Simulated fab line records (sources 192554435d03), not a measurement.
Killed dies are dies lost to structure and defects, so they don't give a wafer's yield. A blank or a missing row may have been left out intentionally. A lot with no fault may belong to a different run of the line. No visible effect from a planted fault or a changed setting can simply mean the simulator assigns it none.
A struck lot beside a sound one    flow n5-finfet    15 out of 1938 route steps
Sound: the wafers L655.3, L655.5, L655.6. Struck: wafer L672.4. The cause is named last.
Order at every step that has rows: each side's tool, ch and its chambers, its first start. Under that, the readings that differ: sound wafers    struck wafers    difference of the means    sigmas: that difference in standard deviations of wafers without a fault.
alike: words and numbers the same on both sides, and readings whose means are apart by under 2 such deviations; not compared: readings that were withheld, readings missing a value for some wafer, numbers with overlapping values and no deviation given by the record, and bounds like >300 which may hide the same value.
Wherever a step has rows on one side only, a row that says differs or no value, or a row with sigmas, the two part there. Numbers that don't overlap but have no deviation are shown without sigmas and don't part them. Lack of a reading on every wafer of one side parts them only where that side has two or more wafers.

N5_BEOL_M9_ETCH_62: etches SOC in N2/H2, target depth 110 nm, overetch 22 nm, time 165 s.
  sound on rie-diel-02 ch 2,3, day 9 19:23; struck on rie-diel-02 ch 2, day 14 08:07
  alike: drypump-motor-current-A, oes-product-au, rf-vpp-V, showerhead-plenum-p-Torr, throttle-valve-pct
  not compared: rf-hours-counter-h
then, 1 step without rows for these wafers: N5_BEOL_M9_STRIP_68 (strips in N2/H2).
N5_BEOL_M9_STRIP_67: strips in CF4.
  sound on rie-diel-02 ch 2,3, day 9 19:32; struck on rie-diel-02 ch 2, day 14 08:16
  alike: drypump-motor-current-A, oes-product-au, rf-vpp-V, showerhead-plenum-p-Torr, throttle-valve-pct
  not compared: rf-hours-counter-h
N5_BEOL_M9_HM_OPEN_17: chemistry Cl2/BCl3, target TiN, target depth 20 nm, overetch 6 nm.
  sound on rie-metal-01 ch 0,1, day 9 19:36; struck on rie-metal-03 ch 0, day 14 08:20
  alike: drypump-motor-current-A, oes-product-au, throttle-valve-pct
  not compared: rf-hours-counter-h
N5_BEOL_M9_STRIP_19: strips in O2.
  sound on rie-diel-06 ch 1,2, day 9 19:41; struck on rie-diel-02 ch 2, day 14 08:25
reading                      sound        struck  difference  sigmas
drypump-motor-current-A (A)  4.7 5.4 4.7  5.9     +1.0        +2
rf-vpp-V (V)                 3.6 3.7 3.7  2.3     -1.4        -2
  alike: oes-product-au, showerhead-plenum-p-Torr, throttle-valve-pct
  not compared: rf-hours-counter-h
N5_BEOL_M9_CD_MEAS_18: pitch 140 nm, target cd 70 nm.
  struck on cd-sem-02, day 14 08:29; sound on cd-sem-02, day 9 19:45
  alike: cd-nm
then, 6 steps without rows for these wafers: N5_BEOL_M9_COAT_63 (time 60 s, resist thk 60 nm); N5_BEOL_M9_COAT_64 (time 60 s, resist thk 12 nm); N5_BEOL_M9_COAT_75 (time 60 s, resist thk 5 nm); N5_BEOL_M9_COAT_22 (resist thk 30 nm); N5_BEOL_M9_EBR_24; N5_BEOL_M9_SOFTBAKE_23 (time 60 s).
N5_BEOL_M9_EXPOSE_25: exposes mask V8.
  sound on euv-scanner-01 ch 0, day 9 22:04; struck on euv-scanner-01 ch 0, day 14 09:33
reading               sound              struck  difference  sigmas
exposure-dose-mJ-cm2  37.20 37.21 37.18  36.50   -0.70       -4
  alike: mask
then, 1 step without rows for these wafers: N5_BEOL_M9_PEB_26 (peb time 60 s).
N5_PASSIVATION_PROBE_49:
  rows exist in the record for the sound wafers here (prober-02, day 12 08:08), none for the struck ones

== WHERE THEY PART ==
Earliest at N5_BEOL_M9_STRIP_19; latest, in this record, at N5_PASSIVATION_PROBE_49.

WHY: the cause the simulator had injected
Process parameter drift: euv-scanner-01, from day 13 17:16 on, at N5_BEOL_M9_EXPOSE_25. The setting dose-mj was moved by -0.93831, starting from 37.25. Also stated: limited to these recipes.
